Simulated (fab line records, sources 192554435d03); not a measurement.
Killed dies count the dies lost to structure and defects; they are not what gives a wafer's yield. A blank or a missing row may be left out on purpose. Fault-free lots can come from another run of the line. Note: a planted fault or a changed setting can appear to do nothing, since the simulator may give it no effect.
A struck lot beside a sound one ; flow n5_finfet ; 17 out of 1938 route steps
Sound: these wafers, L873.1, L873.2, L873.5. Struck: wafers L879.1, L879.4, L879.5. The cause comes at the end.
Order at every step that has rows: each side's tool, ch and its chambers, its first start. Under that, the readings that differ: sound wafers ; struck wafers ; difference of the means ; sigmas: that difference in standard deviations of wafers without a fault.
alike: same words and numbers on both sides, and readings whose means sit less than 2 such deviations apart. not compared: any withheld reading, any reading some wafer has no value for, any bound like >300 that may hide the same value, and any number with overlapping values for which the record gives no deviation.
A row with sigmas, a row that says differs or no value, or rows on one side alone: a step with any of these is where the two part. Numbers that have no deviation but don't overlap get no sigmas and don't part them. A reading missing from all wafers of one side parts the sides only when that side holds two or more wafers.

N5_GATE_CUT_STRIP_42: strips in O2.
  sound on rie_diel-04 ch 0,1,3, day 5 21:23; struck on rie_diel-02 ch 1,3, day 7 08:28
  alike: chamber_pressure_mTorr, drypump_motor_current_A, oes_product_au, rf_vpp_V, showerhead_plenum_p_Torr, throttle_valve_pct
  not compared: rf_hours_counter_h
then, 2 steps without rows for these wafers: N5_GATE_CUT_ETCH_19 (etches SiNx in CH3F/O2, target depth 53.7 nm, time 76.7 s); N5_GATE_CUT_CUT_ETCH_53 (etches W in SF6/Cl2, target depth 79.2 nm).
N5_GATE_CUT_CUT_ETCH_54: etches TiN in Cl2/BCl3, target depth 96.7 nm.
  sound on rie_metal-01 ch 0,1, day 5 21:35; struck on rie_metal-03 ch 0, day 7 08:41
  alike: chamber_pressure_mTorr, drypump_motor_current_A, etch_rf_on_time_s, oes_product_au, throttle_valve_pct
  not compared: rf_hours_counter_h
then, 1 step without rows for these wafers: N5_GATE_CUT_CUT_ETCH_55 (etches HfO2 in BCl3, target depth 3.2 nm).
N5_GATE_CUT_ETCH_47: etches SiO2 in Cl2/BCl3, target depth 10 nm.
  sound on rie_metal-01 ch 0,1, day 5 21:41; struck on rie_metal-03 ch 0, day 7 08:46
  alike: chamber_pressure_mTorr, drypump_motor_current_A, oes_product_au, throttle_valve_pct
  not compared: rf_hours_counter_h
then, 1 step without rows for these wafers: N5_GATE_CUT_VAPOR_ETCH_48 (etches TiN in BCl3/Cl2).
N5_GATE_CUT_VAPOR_ETCH_49: etches TiAlC in BCl3/Cl2.
  sound on rie_metal-01 ch 0,1, day 5 21:44; struck on rie_metal-03 ch 0, day 7 08:50
  alike: drypump_motor_current_A, oes_product_au
N5_GATE_CUT_VAPOR_ETCH_51: etches HfO2 in BCl3/Cl2.
  sound on rie_metal-01 ch 0,1, day 5 21:46; struck on rie_metal-03 ch 0, day 7 08:52
  alike: drypump_motor_current_A, oes_product_au
then, 3 steps without rows for these wafers: N5_GATE_CUT_STRIP_21 (strips in N2/H2, time 30 s); N5_GATE_CUT_STRIP_29 (strips in post etch residue remover, time 60 s); N5_GATE_CUT_SRD_52 (time 30 s).
N5_GATE_CUT_ALD_22: deposits SiNx, target thk 16 nm, pulse time 1 s, ald cycles 320.
  sound on ald_sin-03 ch 0,2, day 5 22:34; struck on ald_sin-01 ch 0,1,2, day 7 09:04
reading;sound;struck;difference;sigmas
ald_cycles;320 320 320;367 367 367;+47;
model.SiNx_of_GATE_CUT_ALD_22.thk_nm (nm);16 16.2 16;18.4 18.2 18.4;+2.3;
  alike: heater_power_w, precursor_pulse_height_rel
N5_GATE_CUT_CMP_23: polishes, stops on SiO2, t overpolish 23.4 s, target thk 16 nm.
  sound on cmp-03 ch 1,2, day 6 00:12; struck on cmp-03 ch 1,2,3, day 7 10:35
  alike: motor_current_A
  not compared: model.SiNx_of_GATE_CUT_ALD_22.thk_nm
N5_GATE_CUT_THK_MEAS_24:
  sound on film_metro-01, day 6 00:29; struck on film_metro-02, day 7 10:51
  alike: GC_FILL_THK
-- the record jumps here: 4 days lie between the struck wafers' starts before and after (it left off in module GATE_CUT and takes up again in module BEOL_M4, whose first step shown is number 1111 of the route) --
N5_BEOL_M4_RC_MEAS_101:
  sound on prober-02 ch 0, day 10 00:08; struck on prober-01 ch 0, day 11 00:50
  alike: DIBL_N, DIBL_P, IOFF_N, IOFF_P, ION_N, ION_P, SS_N, SS_P, VT_N, VT_P
-- here the record skips 4 days between the struck wafers' starts before and after, leaving off in module BEOL_M4 and picking up in module PASSIVATION (first step shown: number 1936 of the route) --
N5_PASSIVATION_PROBE_49:
  rows exist in the record for the struck wafers here (prober-01, day 15 06:24), but not for the sound ones

WHERE THEY PART
Within this record, at N5_PASSIVATION_PROBE_49 only.

WHY: the cause the simulator had injected
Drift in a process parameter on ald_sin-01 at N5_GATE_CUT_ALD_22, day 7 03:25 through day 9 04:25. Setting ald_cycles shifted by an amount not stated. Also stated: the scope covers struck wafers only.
